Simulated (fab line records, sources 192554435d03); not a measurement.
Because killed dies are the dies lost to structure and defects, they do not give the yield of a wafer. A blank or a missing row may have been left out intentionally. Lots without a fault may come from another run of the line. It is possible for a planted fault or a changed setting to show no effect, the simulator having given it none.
The tool behind it: which one? | flow n5_finfet | 24 lots with 72 wafers sampled at 6 steps, on a route of 1938 steps

== WHAT THE GAUGES READ, wafer by wafer ==
N5_BEOL_M8_OVL_MEAS_29.
lot  | measured     | on         | V7_OVL (nm)
L075 | day 9 05:16  | overlay-01 | 0.0 0.5 0.7
L077 | day 9 20:46  | overlay-02 | -1.0 -0.6 -0.2
L074 | day 9 20:55  | overlay-01 | -0.4 0.1 -0.5
L076 | day 9 21:11  | overlay-02 | -0.2 -0.4 -0.7
L079 | day 10 11:11 | overlay-01 | -0.9 0.0 -0.4
L078 | day 10 11:41 | overlay-01 | 0.3 1.0 0.5
L080 | day 10 17:28 | overlay-01 | 0.0 0.2 0.5
L081 | day 10 22:44 | overlay-01 | 1.1 0.3 0.3
L082 | day 11 00:28 | overlay-01 | 0.2 0.6 1.1
L083 | day 11 04:48 | overlay-02 | 0.3 -0.1 0.8
L084 | day 11 20:15 | overlay-02 | 1.1 0.0 0.4
L085 | day 12 03:05 | overlay-01 | 0.3 0.1 0.3
L086 | day 12 10:56 | overlay-02 | 0.3 0.4 -0.3
L087 | day 13 05:44 | overlay-02 | 0.3 1.1 0.5
L089 | day 13 08:53 | overlay-01 | 0.3 0.4 0.6
L088 | day 13 11:25 | overlay-02 | -0.5 -0.5 -0.4
L090 | day 13 18:41 | overlay-01 | -0.5 -1.1 0.2
L091 | day 13 20:41 | overlay-01 | 0.7 0.5 0.7
L093 | day 14 06:58 | overlay-01 | 0.4 0.8 0.2
L094 | day 14 10:51 | overlay-02 | -0.2 0.8 -0.9
L092 | day 14 11:02 | overlay-01 | 0.5 -0.1 0.0
L095 | day 14 18:28 | overlay-01 | -0.6 -0.8 0.6
L096 | day 15 01:55 | overlay-02 | 0.5 0.8 1.0
L097 | day 15 04:55 | overlay-02 | -1.0 -0.6 -1.2

N5_BEOL_M8_CD_MEAS_35 targets a cd of 40 nm.
lot  | measured     | on        | cd_nm (nm)
L075 | day 9 06:13  | cd_sem-03 | 39.4 40.5 40.5
L077 | day 9 21:47  | cd_sem-03 | 40.0 40.3 39.9
L074 | day 9 22:48  | cd_sem-02 | 39.4 39.2 40.7
L076 | day 9 23:07  | cd_sem-02 | 40.0 40.1 40.0
L079 | day 10 11:52 | cd_sem-02 | 40.0 39.5 40.0
L078 | day 10 12:22 | cd_sem-02 | 40.3 40.9 40.6
L080 | day 10 18:08 | cd_sem-03 | 40.3 39.3 39.7
L081 | day 10 23:27 | cd_sem-02 | 38.9 39.9 39.1
L082 | day 11 01:08 | cd_sem-02 | 39.9 39.7 39.8
L083 | day 11 05:29 | cd_sem-01 | 40.3 39.8 40.6
L084 | day 11 20:58 | cd_sem-01 | 39.7 40.2 40.1
L085 | day 12 03:46 | cd_sem-03 | 39.9 40.0 40.2
L086 | day 12 11:37 | cd_sem-01 | 39.6 38.5 38.3
L087 | day 13 06:26 | cd_sem-02 | 40.4 40.2 41.2
L089 | day 13 09:34 | cd_sem-03 | 40.0 39.8 40.1
L088 | day 13 12:05 | cd_sem-01 | 40.2 40.4 41.0
L090 | day 13 19:21 | cd_sem-03 | 40.7 40.5 40.4
L091 | day 13 21:22 | cd_sem-03 | 40.5 40.6 39.6
L093 | day 14 07:38 | cd_sem-02 | 40.0 39.8 40.1
L094 | day 14 11:31 | cd_sem-01 | 39.5 40.3 39.8
L092 | day 14 11:56 | cd_sem-02 | 39.6 40.0 39.0
L095 | day 14 19:08 | cd_sem-01 | 39.5 40.4 41.2
L096 | day 15 02:44 | cd_sem-02 | 40.0 40.1 40.9
L097 | day 15 06:02 | cd_sem-03 | 39.9 40.5 40.0

N5_BEOL_M8_RS_MEAS_57: the measuring method here is four-point-probe.
lot  | measured     | on            | M8_RS (ohm/sq)
L075 | day 9 08:44  | film_metro-01 | 0.304 0.302 0.318
L077 | day 10 00:16 | film_metro-01 | 0.294 0.291 0.310
L074 | day 10 01:00 | film_metro-01 | 0.299 0.306 0.278
L076 | day 10 01:29 | film_metro-02 | 0.287 0.278 0.286
L079 | day 10 14:17 | film_metro-02 | 0.287 0.302 0.280
L078 | day 10 14:42 | film_metro-02 | 0.278 0.301 0.294
L080 | day 10 21:17 | film_metro-02 | 0.286 0.275 0.283
L081 | day 11 02:24 | film_metro-01 | 0.302 0.300 0.286
L082 | day 11 03:27 | film_metro-01 | 0.280 0.279 0.300
L083 | day 11 07:59 | film_metro-02 | 0.288 0.280 0.285
L084 | day 11 23:44 | film_metro-02 | 0.272 0.298 0.283
L085 | day 12 06:29 | film_metro-02 | 0.293 0.296 0.299
L086 | day 12 14:44 | film_metro-02 | 0.290 0.292 0.285
L087 | day 13 08:23 | film_metro-01 | 0.296 0.295 0.302
L089 | day 13 12:20 | film_metro-01 | 0.281 0.301 0.275
L088 | day 13 14:28 | film_metro-01 | 0.286 0.309 0.295
L090 | day 13 22:25 | film_metro-01 | 0.281 0.278 0.279
L091 | day 14 00:34 | film_metro-01 | 0.283 0.288 0.286
L093 | day 14 10:01 | film_metro-02 | 0.280 0.274 0.272
L094 | day 14 14:32 | film_metro-02 | 0.296 0.294 0.300
L092 | day 14 15:07 | film_metro-01 | 0.305 0.300 0.299
L095 | day 14 21:33 | film_metro-02 | 0.293 0.298 0.304
L096 | day 15 06:18 | film_metro-01 | 0.285 0.301 0.288
L097 | day 15 10:02 | film_metro-01 | 0.284 0.276 0.281

N5_BEOL_M9_OVL_MEAS_12.
lot  | measured     | on         | M9_OVL (nm)
L075 | day 9 10:07  | overlay-01 | -0.3 0.6 0.6
L077 | day 10 01:32 | overlay-02 | 0.4 0.4 0.2
L074 | day 10 03:48 | overlay-02 | 0.3 0.4 0.0
L076 | day 10 04:19 | overlay-01 | -0.3 -0.2 -0.2
L079 | day 10 15:34 | overlay-02 | 1.1 0.1 -0.3
L078 | day 10 16:36 | overlay-02 | 0.3 0.5 0.2
L080 | day 10 23:21 | overlay-02 | 1.7 0.3 0.4
L081 | day 11 04:34 | overlay-02 | -0.2 -0.5 0.0
L082 | day 11 05:39 | overlay-02 | -1.2 0.0 -1.4
L083 | day 11 09:57 | overlay-02 | 0.2 1.2 0.3
L084 | day 12 01:55 | overlay-02 | -0.1 -0.8 -0.7
L085 | day 12 09:08 | overlay-02 | 0.7 0.0 0.1
L086 | day 12 17:16 | overlay-02 | 0.7 1.0 1.3
L087 | day 13 10:37 | overlay-02 | 0.3 0.4 0.7
L089 | day 13 14:55 | overlay-02 | 0.0 0.4 -0.2
L088 | day 13 16:26 | overlay-01 | -0.8 0.4 -0.7
L090 | day 13 23:52 | overlay-01 | -1.2 -1.7 0.0
L091 | day 14 03:35 | overlay-01 | 1.6 0.5 -0.1
L093 | day 14 11:54 | overlay-01 | 1.1 0.6 0.2
L094 | day 14 17:16 | overlay-02 | 0.1 0.1 0.4
L092 | day 14 17:41 | overlay-02 | -0.1 -0.1 0.0
L095 | day 15 00:19 | overlay-01 | 0.5 -0.1 -0.4
L096 | day 15 09:44 | overlay-02 | -1.6 -0.8 -0.8
L097 | day 15 11:56 | overlay-01 | -1.1 1.3 0.2

N5_BEOL_M9_INSPECT_30: inspects for defects (brightfield).
lot  | measured     | on                | raw_defect_count
L075 | day 9 11:10  | defect_inspect-01 | 301 376 251
L077 | day 10 03:54 | defect_inspect-02 | 424 422 406
L074 | day 10 05:10 | defect_inspect-02 | 478 480 450
L076 | day 10 06:02 | defect_inspect-01 | 437 254 352
L079 | day 10 16:53 | defect_inspect-01 | 337 310 391
L078 | day 10 18:33 | defect_inspect-01 | 341 352 297
L080 | day 11 00:45 | defect_inspect-02 | 404 448 389
L081 | day 11 05:35 | defect_inspect-01 | 405 363 407
L082 | day 11 07:14 | defect_inspect-01 | 250 339 447
L083 | day 11 11:19 | defect_inspect-02 | 251 374 294
L084 | day 12 03:15 | defect_inspect-01 | 341 387 301
L085 | day 12 12:52 | defect_inspect-01 | 309 224 359
L086 | day 12 19:53 | defect_inspect-01 | 333 348 392
L087 | day 13 11:40 | defect_inspect-02 | 571 558 481
L089 | day 13 18:38 | defect_inspect-02 | 294 404 328
L088 | day 13 18:41 | defect_inspect-01 | 593 367 371
L090 | day 14 02:19 | defect_inspect-01 | 298 333 414
L091 | day 14 04:31 | defect_inspect-01 | 331 334 476
L093 | day 14 12:53 | defect_inspect-01 | 356 284 325
L094 | day 14 18:44 | defect_inspect-01 | 516 451 428
L092 | day 14 19:04 | defect_inspect-01 | 354 298 299
L095 | day 15 01:31 | defect_inspect-02 | 405 487 399
L096 | day 15 10:59 | defect_inspect-01 | 546 763 454
L097 | day 15 14:58 | defect_inspect-01 | 346 402 448

== WHAT TOOL EACH LOT RAN ON (gives the tool, then ch and the chambers of the sampled wafers, and finally the start) ==
lot  | N5_BEOL_M8_DEP_56
L075 | pecvd-02 ch 0,1,2, day 9 08:40
L077 | pecvd-02 ch 0,1,2, day 10 00:11
L074 | pecvd-04 ch 1,2, day 10 00:56
L076 | pecvd-02 ch 0,1, day 10 01:25
L079 | pecvd-01 ch 0,1, day 10 14:13
L078 | pecvd-02 ch 0,1,2, day 10 14:38
L080 | pecvd-01 ch 0,1,2, day 10 21:13
L081 | pecvd-02 ch 0,1,2, day 11 02:20
L082 | pecvd-04 ch 0,1,2, day 11 03:23
L083 | pecvd-04 ch 0,1,2, day 11 07:55
L084 | pecvd-02 ch 0,2, day 11 23:40
L085 | pecvd-04 ch 0,2, day 12 06:25
L086 | pecvd-01 ch 1,2, day 12 14:40
L087 | pecvd-02 ch 0,1,2, day 13 08:19
L089 | pecvd-04 ch 0,2, day 13 12:16
L088 | pecvd-01 ch 0,1, day 13 14:24
L090 | pecvd-01 ch 0,1,2, day 13 22:20
L091 | pecvd-04 ch 0,1,2, day 14 00:29
L093 | pecvd-02 ch 0,2, day 14 09:56
L094 | pecvd-01 ch 0,1,2, day 14 14:28
L092 | pecvd-01 ch 0,1,2, day 14 15:04
L095 | pecvd-02 ch 0,2, day 14 21:29
L096 | pecvd-01 ch 0,1, day 15 06:14
L097 | pecvd-02 ch 0,1,2, day 15 09:58
- N5_BEOL_M8_DEP_56: deposits SiCN from 3MS/NH3, target thk 10 nm, time 17.5 s.

== WHAT THE TOOLS THEMSELVES READ (means of the sampled wafers that have a number; where no wafer has one, the mark that the record gives instead) ==
N5_BEOL_M8_DEP_56.
lot  | tool     | rf_fwd_power_W (W) | showerhead_plenum_p_Torr (Torr) | throttle_valve_pct (%)
L075 | pecvd-02 | 199.1              | 3.661                           | 8.7
L077 | pecvd-02 | 199.0              | 3.658                           | 8.9
L074 | pecvd-04 | 199.9              | 3.667                           | 9.1
L076 | pecvd-02 | 199.6              | 3.658                           | 8.7
L079 | pecvd-01 | 199.4              | 3.664                           | 9.2
L078 | pecvd-02 | 199.0              | 3.653                           | 8.8
L080 | pecvd-01 | 200.3              | 3.671                           | 9.1
L081 | pecvd-02 | 198.8              | 3.658                           | 8.5
L082 | pecvd-04 | 199.9              | 3.658                           | 9.1
L083 | pecvd-04 | 200.0              | 3.656                           | 9.0
L084 | pecvd-02 | 199.9              | 3.657                           | 8.8
L085 | pecvd-04 | 200.8              | 3.659                           | 9.1
L086 | pecvd-01 | 200.5              | 3.668                           | 9.3
L087 | pecvd-02 | 198.7              | 3.655                           | 8.8
L089 | pecvd-04 | 200.5              | 3.665                           | 9.1
L088 | pecvd-01 | 200.2              | 3.662                           | 9.4
L090 | pecvd-01 | 199.7              | 3.669                           | 9.1
L091 | pecvd-04 | 200.5              | 3.656                           | 9.0
L093 | pecvd-02 | 199.6              | 3.667                           | 8.7
L094 | pecvd-01 | 200.1              | 3.668                           | 9.0
L092 | pecvd-01 | 199.7              | 3.666                           | 8.9
L095 | pecvd-02 | 198.6              | 3.667                           | 8.8
L096 | pecvd-01 | 199.3              | 3.658                           | 9.3
L097 | pecvd-02 | 199.1              | 3.658                           | 8.7

== THE ANSWER, worked out from the rows above alone ==
Rule: the lots themselves supply what counts as usual. The widest of any qualifying gaps counts: lots, ordered by their means at a reading, are off when they make up no more than a third of the lots, leave a main group of 4 or more, and stand apart from it by 3 or more times the standard deviation of that group's means. A main group is skipped when, at the precision printed for the reading in the tables above, its means are all equal. Also off: a lot with no number at a reading for which 4 or more lots have one. All remaining lots with rows at the step are treated as sound. First the gauges in route order, then the tools' own readings, where a lot's mean is used as printed above. The first step at which some lot is off is used, and at that step the reading that is off furthest; a lot without a number counts as furthest.
None of the lots is off at any reading shown; this tells nothing.

== WHAT HAD BEEN PUT IN BY THE SIMULATOR ==
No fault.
